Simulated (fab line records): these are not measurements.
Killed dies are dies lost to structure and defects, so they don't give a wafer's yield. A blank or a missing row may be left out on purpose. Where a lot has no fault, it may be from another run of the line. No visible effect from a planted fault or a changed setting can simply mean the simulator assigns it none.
A struck lot beside a sound one    flow n5Finfet    19 out of 1938 route steps
Sound: these wafers, L889.1, L889.4, L889.6. Wafers L903.3, L903.5, L903.6 were the ones struck. At the end, the cause is stated.
Per side, at each step with rows, come the tool, then ch with its chambers, and then its first start. Under that, the readings that differ: sound wafers    struck wafers    difference of the means    sigmas: that difference in standard deviations of wafers without a fault.
alike: words and numbers the same on both sides, and readings whose means are apart by under 2 such deviations; not compared: readings that were withheld, readings missing a value for some wafer, numbers with overlapping values and no deviation given by the record, and bounds like >300 which may hide the same value.
The two part at a step that has a row with sigmas, a row that says differs or no value, or rows on one side only. Non-overlapping numbers with no deviation appear without sigmas and do not part them. A reading missing from all wafers of one side parts the sides only when that side holds two or more wafers.

N5_ILD0_THK_MEAS_08:
  sound on filmMetro-02 at day 3 15:19; struck on filmMetro-02 at day 7 02:02
  alike: thkNm
then, 1 step without rows for these wafers: N5_ILD0_PRECLEAN_10 (cleans in NF3:NH3, afs cycles 5, time 20 s, sublimation time 60 s).
N5_ILD0_ALD_15: deposits SiNx, target thk 24 nm, pulse time 1 s, ald cycles 480.
  sound on aldSin-03 ch 0,2, day 3 16:02; struck on aldSin-04 ch 1,2,3, day 7 02:46
reading           sound        struck       difference  sigmas
heaterPowerW (W)  951 890 886  753 693 775  -169        -2
  alike: precursorPulseHeightRel
N5_ILD0_CMP_12: polishes SiNx, stops on poly-Si, t overpolish 6 s, target thk 17.67 nm.
  sound on cmp-02 ch 0,1,3, day 3 18:19; struck on cmp-03 ch 0,2,3, day 7 05:02
reading              sound           struck          difference  sigmas
timeToEndpointS (s)  33.0 31.5 32.6  29.0 26.2 29.2  -4.2        -2
  alike: motorCurrentA, overpolishRunS, slurryFlowMlMin
  not compared: padLifeWafers
N5_ILD0_THK_MEAS_13:
  sound on filmMetro-01 at day 3 18:32; struck on filmMetro-02 at day 7 05:16
  alike: thkNm
N5_ILD0_INSPECT_06: inspects for defects (darkfield).
  sound on defectInspect-02 at day 3 18:34; struck on defectInspect-01 at day 7 05:17
  alike: rawDefectCount
N5_SDB_HM_DEP_00: deposits SiNx from SiH4/NH3/N2, target thk 40 nm, time 35.3 s.
  sound on pecvd-03 ch 0,1, day 3 18:36; struck on pecvd-02 ch 0,1,2, day 7 05:19
reading           sound         struck       difference  sigmas
heaterPowerW (W)  1007 905 970  776 685 666  -252        -3
  alike: showerheadPlenumPTorr, throttleValvePct
then, 5 steps without rows for these wafers: N5_SDB_COAT_03 (time 60 s, resist thk 100 nm); N5_SDB_COAT_04 (time 60 s, resist thk 18 nm); N5_SDB_COAT_05 (resist thk 90 nm); N5_SDB_EBR_07; N5_SDB_SOFTBAKE_06 (time 60 s).
N5_SDB_EXPOSE_08: exposes mask SDB.
  sound on arfiScanner-01 ch 0, day 3 18:55; struck on arfiScanner-01 ch 0, day 7 05:32
reading                    sound        struck    difference  sigmas
model.SDB.overlayXNm (nm)  0.6 0.6 0.6  10 10 10  +9          
  alike: mask
then, 2 steps without rows for these wafers: N5_SDB_PEB_09 (peb time 60 s); N5_SDB_DEVELOP_10 (develop time 30 s).
N5_SDB_CD_MEAS_11: target cd 50 nm.
  sound on cdSem-02 ch 0, day 3 19:03; struck on cdSem-02 ch 0, day 7 05:39
  alike: cdNm
N5_SDB_OVL_MEAS_12:
  sound on overlay-01 ch 0, day 3 19:05; struck on overlay-02 ch 0, day 7 05:41
reading       sound        struck          difference  sigmas
SDB_OVL (nm)  0.5 1.6 2.5  10.1 10.3 10.1  +8.6        +11
N5_SDB_INSPECT_13: inspects for defects (brightfield).
  sound on defectInspect-02 at day 3 19:06; struck on defectInspect-02 at day 7 05:42
  alike: rawDefectCount
-- the record jumps here: 11 days lie between the struck wafers' starts before and after (it left off in module SDB and takes up again in module PASSIVATION, whose first step shown is number 1936 of the route) --
N5_PASSIVATION_PROBE_49:
  sound on prober-01 at day 14 03:19; struck on prober-01 at day 18 08:53
reading           sound        struck          difference  sigmas
killedAtFrontEnd  36 33 34     1115 1125 1107  +1081       +99 or more
killedDies        139 100 114  1179 1179 1179  +1061       +66
killedOnRim       16 2 19      152 152 152     +140        +35
killedShort       44 46 52     18 28 39        -19         -2
  alike: killed_at_M0_to_M3, killed_at_M4_up, killedAtContacts, killedAtOther, killedOpen

## WHERE THEY PART
First at N5_ILD0_ALD_15; last, within this record, at N5_PASSIVATION_PROBE_49.

WHY: what the simulator had put in
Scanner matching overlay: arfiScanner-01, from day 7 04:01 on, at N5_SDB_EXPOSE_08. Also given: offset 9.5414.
